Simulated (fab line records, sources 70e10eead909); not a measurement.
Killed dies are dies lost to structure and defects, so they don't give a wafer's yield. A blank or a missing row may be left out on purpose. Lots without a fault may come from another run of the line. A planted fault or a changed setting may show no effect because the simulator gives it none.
fab line records | flow nand_harc
record lots=6 wafers=18 last_day=24
route steps=1159 shown A_STAIRCASE@576 END@1159
lots that met no fault: from a run of the same line without faults
start_h: hours from the record's first day to the start of the lot's first wafer shown | wait_h: hours since the lot's step before | " the same as in the row above | L1.1+2: a row that stands for several wafers | - no value, or no start given | * or withheld: withheld | < > ~ a bound
route shown NAME@n: a module of which the file shows steps, and the number in the route of the first | usual: mean/standard deviation of fault-free wafers | same: alike in all rows | chamber/n: place in a boat | sites: the reading at each site | _std_site: their standard deviation | _edge_site: outer sites' mean less inner sites' | radius_mm: how far each site lies from the wafer's centre | mask NAME#n: copy n | behind: the tool/chamber that last shaped the wafer | hold: why the lot was held/for how many hours/how that ended | device: the transistor (n, p or np) that didn't switch | end of line: the same wafers' tests at the end of the route | a step without rows: its recipe alone | killed: dies lost to structure and defects at the first sort, not the wafer's yield | map: a wafer's dies, x killed, . not, _ none there
set.NAME: the setting as run; set.NAME@STEP: as run at that earlier step | model.NAME: the simulator's own value behind a step, which no gauge read
lots at some steps of the route; a table a step, a row a wafer
services: from which hour (start_h, from the record's first day; less than 0 if before it) a tool's chamber was out of use, for how many hours, and why
## steps
# step NHARC_A_STAIRCASE_PEB_182
# recipe peb_temp_c=115 peb_time_s=130
# step NHARC_A_STAIRCASE_DEVELOP_183
# recipe time_s=140
# step NHARC_A_STAIRCASE_HARDBAKE_185
# recipe temp_c=120 time_s=140
# step NHARC_A_STAIRCASE_DESCUM_186
# recipe time_s=3 o2_flow_sccm=200 ar_flow_sccm=0 bias_power_w=0 chemistry=O2
# usual chamber_pressure_mTorr=60.00/0.049 drypump_motor_current_A=5.63/0.27 oes_product_au=1.001/0.0099 rf_vpp_V=57.8/0.87 showerhead_plenum_p_Torr=1.90/0.082 throttle_valve_pct=11.312/0.0095
# columns lot.wafer tool chamber start_h wait_h chamber_pressure_mTorr drypump_motor_current_A oes_product_au rf_hours_counter_h rf_vpp_V showerhead_plenum_p_Torr throttle_valve_pct
L484.3 rie_diel-05 1 260.47 - 60.03 5.69 0.995 31 58.7 1.96 11.313
L484.1 " 2 " " 59.97 5.46 0.987 35 56.1 1.95 11.326
L484.5 " 0 " " 60.02 5.61 0.992 - 57.3 1.83 11.305
L482.1 rie_diel-02 3 265.03 - 60.00 5.67 1.006 41 58.2 1.93 11.309
L482.2 " 0 " " 59.95 5.12 1.007 42 56.1 1.77 11.333
L482.4 " 1 " " 60.00 5.98 1.002 38 59.3 1.89 11.307
L486.2 rie_diel-02 0 267.22 - 59.96 5.09 1.009 43 57.6 1.77 11.312
L486.3 " 2 " " 59.96 5.82 1.012 38 56.9 1.80 11.319
L486.5 " 3 " " 60.02 5.68 1.013 - 57.2 1.93 11.316
L493.4 rie_diel-05 1 321.07 - 60.04 5.68 1.009 46 59.4 1.95 11.310
L493.6 " 3 " " 60.01 5.55 1.006 - 57.6 1.98 11.304
L493.5 " 0 " " 60.02 5.61 0.979 - 56.6 1.83 11.294
L495.2 rie_diel-05 0 329.75 - 60.12 5.59 0.987 54 56.7 1.83 11.312
L495.3 " 2 " " 60.08 5.47 0.995 63 58.7 1.94 11.312
L495.5 " 3 " " 59.97 5.56 1.005 - 58.4 1.98 11.320
L499.2 rie_diel-02 0 339.94 - 59.95 5.10 1.024 0 58.2 2.08 11.301
L499.3 " 3 " " 60.07 5.63 1.008 0 57.1 1.93 11.300
L499.6 " 1 " " 59.94 6.03 0.999 - 58.7 1.88 11.312
# step NHARC_A_STAIRCASE_TRIM_187
# recipe time_s=211.2 o2_flow_sccm=500 ar_flow_sccm=0 bias_w=0 chemistry=O2
# step NHARC_A_STAIRCASE_ETCH_188
# recipe target_depth_a=1000 time_s=40.5 ion_energy_ev=400 c4f8_flow_sccm=20 o2_flow_sccm=10 ar_flow_sccm=withheld rf_w=600 bias_w=1000 chemistry=C4F8/O2
# step NHARC_A_STAIRCASE_TRIM_189
# recipe time_s=211.2 o2_flow_sccm=500 ar_flow_sccm=0 bias_w=0 chemistry=O2
# step NHARC_A_STAIRCASE_ETCH_190
# recipe target_depth_a=1000 time_s=40.5 ion_energy_ev=400 c4f8_flow_sccm=20 o2_flow_sccm=10 ar_flow_sccm=withheld rf_w=600 bias_w=1000 chemistry=C4F8/O2
# step NHARC_A_STAIRCASE_TRIM_191
# recipe time_s=211.2 o2_flow_sccm=500 ar_flow_sccm=0 bias_w=0 chemistry=O2
# usual chamber_pressure_mTorr=60.00/0.052 drypump_motor_current_A=5.69/0.27 oes_product_au=1.003/0.0096 rf_vpp_V=57.6/0.83 showerhead_plenum_p_Torr=3.48/0.14 throttle_valve_pct=17.036/0.0082
# columns lot.wafer tool chamber start_h wait_h chamber_pressure_mTorr drypump_motor_current_A oes_product_au rf_hours_counter_h rf_vpp_V showerhead_plenum_p_Torr throttle_valve_pct
L484.1 rie_diel-05 0 - - 60.03 5.60 0.990 31 57.6 3.39 17.030
L484.3 " 3 " " 60.09 5.58 0.998 34 59.2 3.66 17.040
L484.5 " 1 " " 59.98 5.70 1.008 - 58.2 3.61 17.044
L482.1 rie_diel-02 0 - - 60.06 5.11 1.012 43 56.0 3.28 17.024
L482.2 " 1 " " 60.11 6.04 1.001 39 57.5 3.49 17.035
L482.4 " 2 " " 59.98 5.90 1.008 38 58.0 3.33 17.039
L486.3 rie_diel-02 2 - - 59.97 5.83 1.014 39 56.1 3.33 17.044
L486.2 " 3 " " 59.93 5.67 1.025 43 57.7 3.56 17.043
L486.5 " 0 " " 59.96 5.11 1.003 - 58.3 3.28 17.044
L493.4 rie_diel-05 1 - - 59.93 5.71 1.008 50 58.8 3.60 17.037
L493.6 " 1 " " 60.04 5.72 1.001 - 58.9 3.60 17.034
L493.5 " 2 " " 59.99 5.49 1.001 - 56.9 3.57 17.032
L495.3 rie_diel-05 0 - - 60.02 5.63 0.990 55 56.6 3.38 17.042
L495.2 " 1 " " 60.03 5.71 0.993 51 58.5 3.60 17.047
L495.5 " 0 " " 59.93 5.62 0.985 - 57.9 3.38 17.028
L499.2 rie_diel-02 2 - - 60.02 5.82 1.009 1 56.6 3.32 17.035
L499.3 " 3 " " 59.97 5.66 1.017 1 58.4 3.55 17.037
L499.6 " 1 " " 59.99 6.00 1.005 - 57.9 3.48 17.034
# step NHARC_A_STAIRCASE_ETCH_192
# recipe target_depth_a=1000 time_s=40.5 ion_energy_ev=400 c4f8_flow_sccm=20 o2_flow_sccm=10 ar_flow_sccm=withheld rf_w=600 bias_w=1000 chemistry=C4F8/O2
# step NHARC_A_STAIRCASE_TRIM_193
# recipe time_s=211.2 o2_flow_sccm=500 ar_flow_sccm=0 bias_w=0 chemistry=O2
# step NHARC_A_STAIRCASE_ETCH_194
# recipe target_depth_a=1000 time_s=40.5 ion_energy_ev=400 c4f8_flow_sccm=20 o2_flow_sccm=10 ar_flow_sccm=withheld rf_w=600 bias_w=1000 chemistry=C4F8/O2
# usual chamber_pressure_mTorr=25.001/0.024 oes_product_au=0.943/0.011 rf_vpp_V=894/5.2
# columns lot.wafer tool chamber start_h wait_h chamber_pressure_mTorr oes_product_au rf_hours_counter_h rf_vpp_V
L484.1 rie_diel-05 0 261.61 - 24.970 0.926 31 892
L484.3 " 3 " " 25.022 0.928 35 899
L484.5 " 1 " " 24.974 0.934 - 900
L482.1 rie_diel-02 2 266.06 - 25.008 0.955 38 888
L482.4 " 3 " " 24.993 0.951 42 897
L482.2 " 1 " " 24.967 0.939 39 894
L486.3 rie_diel-02 2 268.28 - 25.011 0.953 39 888
L486.2 " 0 " " 25.009 0.959 44 886
L486.5 " 2 " " 25.013 0.953 - 889
L493.4 rie_diel-05 3 326.37 - 24.977 0.949 60 900
L493.6 " 0 " " 24.968 0.938 - 891
L493.5 " 1 " " 24.992 0.938 - 897
L495.3 rie_diel-05 2 330.90 - 25.025 0.956 63 897
L495.2 " 1 " " 25.034 0.943 51 899
L495.5 " 3 " " 24.990 0.942 - 901
L499.3 rie_diel-02 3 341.55 - 25.018 0.946 2 898
L499.2 " 0 " " 25.004 0.962 2 906
L499.6 " 2 " " 25.025 0.949 - 891
# step NHARC_A_STAIRCASE_TRIM_196
# recipe time_s=211.2 o2_flow_sccm=500 ar_flow_sccm=0 bias_w=0 chemistry=O2
# step NHARC_A_STAIRCASE_ETCH_197
# recipe target_depth_a=1000 time_s=40.5 ion_energy_ev=400 c4f8_flow_sccm=20 o2_flow_sccm=10 ar_flow_sccm=withheld rf_w=600 bias_w=1000 chemistry=C4F8/O2
# step NHARC_A_STAIRCASE_TRIM_198
# recipe time_s=211.2 o2_flow_sccm=500 ar_flow_sccm=0 bias_w=0 chemistry=O2
# step NHARC_A_STAIRCASE_ETCH_199
# recipe target_depth_a=1000 time_s=40.5 ion_energy_ev=400 c4f8_flow_sccm=20 o2_flow_sccm=10 ar_flow_sccm=withheld rf_w=600 bias_w=1000 chemistry=C4F8/O2
# step NHARC_A_STAIRCASE_TRIM_200
# recipe time_s=211.2 o2_flow_sccm=500 ar_flow_sccm=0 bias_w=0 chemistry=O2
# step NHARC_A_STAIRCASE_ETCH_201
# recipe target_depth_a=1000 time_s=40.5 ion_energy_ev=400 c4f8_flow_sccm=20 o2_flow_sccm=10 ar_flow_sccm=withheld rf_w=600 bias_w=1000 chemistry=C4F8/O2
# step NHARC_A_STAIRCASE_TRIM_202
# recipe time_s=211.2 o2_flow_sccm=500 ar_flow_sccm=0 bias_w=0 chemistry=O2
# step NHARC_A_STAIRCASE_ETCH_203
# recipe target_depth_a=1000 time_s=40.5 ion_energy_ev=400 c4f8_flow_sccm=20 o2_flow_sccm=10 ar_flow_sccm=withheld rf_w=600 bias_w=1000 chemistry=C4F8/O2
# step NHARC_A_STAIRCASE_STRIP_205
# recipe power_w=1500 temp_c=250 chemistry=O2
# step NHARC_A_STAIRCASE_STRIP_206
# recipe time_s=900 temp_c=130 chemistry=SPM
# step NHARC_A_STAIRCASE_PRECLEAN_207
# recipe time_s=* temp_c=50 bath_age_min=0 chemistry=SC1
# step NHARC_A_STAIRCASE_SRD_208
# step NHARC_A_STAIRCASE_DEHYDRATE_209
# recipe temp_c=150 time_s=120
# step NHARC_A_STAIRCASE_HMDS_210
# recipe time_s=30
# step NHARC_A_STAIRCASE_COAT_211
# recipe spin_rpm=1200
# step NHARC_A_STAIRCASE_SOFTBAKE_212
# recipe temp_c=135 time_s=170
# step NHARC_A_STAIRCASE_EBR_213
# step NHARC_A_STAIRCASE_EXPOSE_214
# recipe na=0.5 dose_mj=31.26 mask_id=STAIR_3
# step NHARC_A_STAIRCASE_PEB_215
# recipe peb_temp_c=115 peb_time_s=130
# step NHARC_A_STAIRCASE_DEVELOP_216
# recipe time_s=140
# step NHARC_A_STAIRCASE_HARDBAKE_218
# recipe temp_c=120 time_s=140
# step NHARC_A_STAIRCASE_DESCUM_219
# recipe time_s=3 o2_flow_sccm=200 ar_flow_sccm=0 bias_power_w=0 chemistry=O2
# step NHARC_A_STAIRCASE_TRIM_220
# recipe time_s=211.2 o2_flow_sccm=500 ar_flow_sccm=0 bias_w=0 chemistry=O2
# step NHARC_A_STAIRCASE_ETCH_221
# recipe target_depth_a=1000 time_s=40.5 ion_energy_ev=400 c4f8_flow_sccm=20 o2_flow_sccm=10 ar_flow_sccm=withheld rf_w=600 bias_w=1000 chemistry=C4F8/O2
# usual chamber_pressure_mTorr=25.001/0.02 oes_product_au=0.934/0.016 rf_vpp_V=893/4.8
# columns lot.wafer tool chamber start_h wait_h chamber_pressure_mTorr oes_product_au rf_hours_counter_h rf_vpp_V
L484.1 rie_diel-11 0 - - 25.033 0.935 18 891
L484.3 " 2 " " 24.988 0.944 24 889
L484.5 " 0 " " 25.041 0.944 - 890
L482.2 rie_diel-11 0 - - 25.008 0.941 20 889
L482.1 " 1 " " 25.003 0.922 24 888
L482.4 " 2 " " 25.038 0.935 25 891
L486.2 rie_diel-11 1 - - 24.996 0.929 24 889
L486.3 " 3 " " 24.993 0.933 22 902
L486.5 " 2 " " 24.963 0.935 - 891
L493.6 rie_diel-11 1 - - 24.983 0.915 - 887
L493.5 " 2 " " 25.012 0.916 - 889
L493.4 " 0 " " 24.967 0.928 - 889
L495.3 rie_diel-11 0 - - 25.008 0.929 44 887
L495.2 " 1 " " 24.964 0.920 47 886
L495.5 " 2 " " 24.988 0.928 - 890
L499.3 rie_diel-11 2 - - 24.964 0.920 53 890
L499.2 " 0 " " 24.998 0.932 50 890
L499.6 " 1 " " 25.001 0.916 - 889
# step NHARC_A_STAIRCASE_TRIM_222
# recipe time_s=211.2 o2_flow_sccm=500 ar_flow_sccm=0 bias_w=0 chemistry=O2
# usual chamber_pressure_mTorr=59.99/0.055 drypump_motor_current_A=5.74/0.27 oes_product_au=1.000/0.011 rf_vpp_V=57.6/0.95 showerhead_plenum_p_Torr=3.44/0.13 throttle_valve_pct=17.037/0.0087
# columns lot.wafer tool chamber start_h wait_h chamber_pressure_mTorr drypump_motor_current_A oes_product_au rf_hours_counter_h rf_vpp_V showerhead_plenum_p_Torr throttle_valve_pct
L484.1 rie_diel-11 0 - - 59.98 6.12 0.999 18 55.8 3.38 17.039
L484.3 " 1 " " 59.99 5.65 0.979 22 56.0 3.33 17.036
L484.5 " 3 " " 60.06 5.39 0.990 - 57.0 3.67 17.045
L482.1 rie_diel-11 3 - - 59.99 5.39 0.989 21 59.6 3.67 17.039
L482.2 " 0 " " 60.00 6.13 1.009 20 56.4 3.38 17.034
L482.4 " 2 " " 60.03 5.96 0.995 25 59.1 3.37 17.026
L486.2 rie_diel-11 2 - - 59.98 5.97 0.984 26 58.1 3.37 17.066
L486.3 " 0 " " 59.99 6.15 1.006 21 56.7 3.38 17.046
L486.5 " 3 " " 59.93 5.39 0.999 - 58.6 3.67 17.043
L493.4 rie_diel-11 1 - - 59.93 5.60 0.999 - 57.7 3.32 17.036
L493.5 " 2 " " 60.00 5.97 0.998 - 58.3 3.36 17.021
L493.6 " 0 " " 59.88 6.14 1.017 - 58.0 3.37 17.051
L495.3 rie_diel-11 0 - - 60.06 6.17 1.005 44 56.2 3.36 17.037
L495.2 " 1 " " 59.98 5.58 0.983 47 57.8 3.32 17.037
L495.5 " 2 " " 60.03 5.96 0.984 - 58.3 3.36 17.036
L499.2 rie_diel-11 2 - - 59.98 5.96 1.002 54 58.7 3.36 17.041
L499.3 " 0 " " 59.98 6.12 1.004 50 56.2 3.36 17.044
L499.6 " 0 " " 59.96 6.12 1.017 - 58.4 3.36 17.025
# step NHARC_A_STAIRCASE_ETCH_223
# recipe target_depth_a=1000 time_s=40.5 ion_energy_ev=400 c4f8_flow_sccm=20 o2_flow_sccm=10 ar_flow_sccm=withheld rf_w=600 bias_w=1000 chemistry=C4F8/O2
# usual chamber_pressure_mTorr=25.003/0.021 oes_product_au=0.938/0.012 rf_vpp_V=893/4.9
# columns lot.wafer tool chamber start_h wait_h chamber_pressure_mTorr oes_product_au rf_hours_counter_h rf_vpp_V
L484.3 rie_diel-11 0 - - 24.973 0.939 18 890
L484.1 " 1 " " 25.045 0.918 22 889
L484.5 " 0 " " 25.034 0.930 - 890
L482.1 rie_diel-11 2 - - 24.987 0.924 26 891
L482.2 " 0 " " 25.017 0.937 20 891
L482.4 " 1 " " 25.006 0.927 24 889
L486.3 rie_diel-11 3 - - 25.011 0.935 22 902
L486.2 " 0 " " 24.981 0.953 21 890
L486.5 " 3 " " 24.969 0.929 - 902
L493.4 rie_diel-11 1 - - 24.993 0.932 - 889
L493.5 " 2 " " 24.985 0.944 - 889
L493.6 " 0 " " 25.027 0.952 - 890
L495.3 rie_diel-11 2 - - 24.998 0.945 49 889
L495.2 " 0 " " 25.039 0.945 45 888
L495.5 " 0 " " 24.990 0.938 - 890
L499.2 rie_diel-11 1 - - 24.992 0.939 52 887
L499.3 " 2 " " 25.020 0.922 54 890
L499.6 " 1 " " 24.991 0.931 - 888
# step NHARC_END_SORT_01
# recipe temp_c=25
# usual killed_at_array=29/11 killed_at_other=0.7/1.1 killed_at_periphery=3.1/2 killed_dies=33/11 killed_open=3.5/1.8 killed_short=2.0/1.4
# same gross_dies=677
# columns lot.wafer tool chamber start_h wait_h killed_at_array killed_at_other killed_at_periphery killed_dies killed_open killed_short
L495.2 prober-01 0 529.25 2.8 77 2 3 82 3 1
L493.4 prober-02 0 541.22 3.4 33 0 2 35 5 4
L493.5 prober-02 0 542.02 3.7 88 0 1 89 3 1
L499.2 prober-02 0 562.33 2.8 14 1 3 18 5 1
# killed by level:class
L495.2 A_STAIRCASE:unspecified=56 A_CHANNEL_HOLE_D1:chamber_film_flake=13 A_STAIRCASE:chamber_film_flake=5 THIN_TSV:chamber_film_flake=2 P_GATE:geometric_particle:open=1 P_M0:geometric_particle:open=1 A_CHANNEL_FILL_D1:geometric_particle:open=1 A_CONTACT:geometric_particle:short=1
L493.4 A_CHANNEL_HOLE_D1:chamber_film_flake=18 A_CONTACT:geometric_particle:open=3 A_STAIRCASE:chamber_film_flake=3 A_CONTACT:chamber_film_flake=3 P_CONTACT:geometric_particle:short=1 P_M0:geometric_particle:short=1 A_SOURCE_PLATE:geometric_particle:short=1 A_CHANNEL_HOLE_D1:geometric_particle:short=1
L493.5 A_STAIRCASE:unspecified=55 A_CHANNEL_HOLE_D1:chamber_film_flake=24 A_STAIRCASE:chamber_film_flake=3 A_ONON_D1:geometric_particle:open=1 A_SGD_CUT:geometric_particle:open=1 A_SGD_CUT:geometric_particle:short=1 A_M0:geometric_particle:open=1 P_ZERO_WELL:chamber_film_flake=1
L499.2 A_STAIRCASE:chamber_film_flake=4 P_GATE:chamber_film_flake=3 A_CHANNEL_HOLE_D1:chamber_film_flake=3 A_M0:geometric_particle:open=2 A_ONON_D1:geometric_particle:open=1 A_CHANNEL_FILL_D1:geometric_particle:open=1 A_WL_FILL:geometric_particle:short=1 A_CONTACT:geometric_particle:open=1
# map L493.5 (x killed, . not)
____________.____________
_________......._________
_______..........._______
______.............______
_____..............._____
____.................____
____...x.............____
___...................___
___...................___
__.....................__
__.....................__
_......................._
_......................._
_........x.............._
_......................._
_......................._
.........................
.........................
...........x........x....
.........................
................x........
_..............x....x..._
_.............x........._
_.............x........._
_...........x.x.x......._
_...........x.xxxx......_
__........x...xx..x....__
__.......x...xx.xx.....__
___........xxxxxxx....___
___........xxxxxx.x...___
____.....xxxxxx.x.x..____
____.....xxxxxxxx....____
_____.....xxxxxxxx.._____
______...xxxxxxxxx.______
_______..xxxxxxxxx_______
_________.xxxxxx_________
____________x____________
# map L495.2 (x killed, . not)
____________.____________
_________......._________
_______..........._______
______.x.....x.....______
_____...xx.........._____
____.................____
____.................____
___....x..............___
___.....x.............___
__.....................__
__.....................__
_....................x.._
_......................._
_....x.................._
_......................._
_......................._
.........................
.........................
x........................
....................x....
.........................
_.....................x._
_......................._
_.............xxx......._
_......................._
_...........x.x.x..x.x.._
__..........x.x..x.....__
__..........xxx.x......__
___.......x.xxx.x.....___
___.......x.xxxxx.....___
____......xxxxxx.....____
____.....xxxxxxxx....____
_____....xxxxxxxx..._____
______...xxxxxxxx..______
_______..xxxxxxx.._______
_________xxxxxxx_________
____________x____________
## services
# columns tool chamber start_h hours kind
rie_diel-11 0 248.18 - clean
rie_diel-11 1 248.18 - clean
rie_diel-11 2 248.18 - clean
rie_diel-11 3 248.18 - clean
rie_diel-11 0 272.77 - clean
rie_diel-11 1 272.77 - clean
rie_diel-11 2 272.77 - clean
rie_diel-11 3 272.77 - clean
rie_diel-02 2 274.32 1.4 repair
rie_diel-11 3 278.25 3.4 repair
rie_diel-05 0 294.72 5.7 repair
rie_diel-11 0 297.27 - clean
rie_diel-11 1 297.27 - clean
rie_diel-11 2 297.27 - clean
rie_diel-11 3 297.27 - clean
rie_diel-02 0 303.23 3.9 repair
rie_diel-05 1 305.50 14.4 repair
rie_diel-11 3 319.62 27.1 repair
rie_diel-11 2 319.79 1.4 repair
rie_diel-11 0 322.10 - clean
rie_diel-11 1 322.10 - clean
rie_diel-11 2 322.10 - clean
rie_diel-02 - 327.82 9.0 pm
rie_diel-05 - 340.70 9.0 pm
## key
first_sign step=NHARC_END_SORT_01 reading=killed_at_array direction=up sigmas=5 usual=29 struck=82
effect step=NHARC_END_SORT_01 reading=killed_dies direction=up sigmas=5 usual=33 struck=86
more_kills_born_at NHARC_A_STAIRCASE_ETCH_194@rie_diel-05=110
met_at NHARC_A_STAIRCASE_ETCH_194
struck_wafers L493.5,L495.2
tester_left_out L493,L495
onset_between 261.61 326.37
fault kind=chamber_particle_source tool=rie_diel-05 chamber=1 onset_h=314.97 steps=NHARC_A_STAIRCASE_ETCH_194 rate_per_visit_cm2=0.64609 end_h=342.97
# tester_left_out: of these lots the tester's yield and bins aren't shown, on N5 and GAA mostly nor the transistor test; their killed dies are dies lost to structure and defects alone, not to doping, threshold or leakage, so they don't give the yield
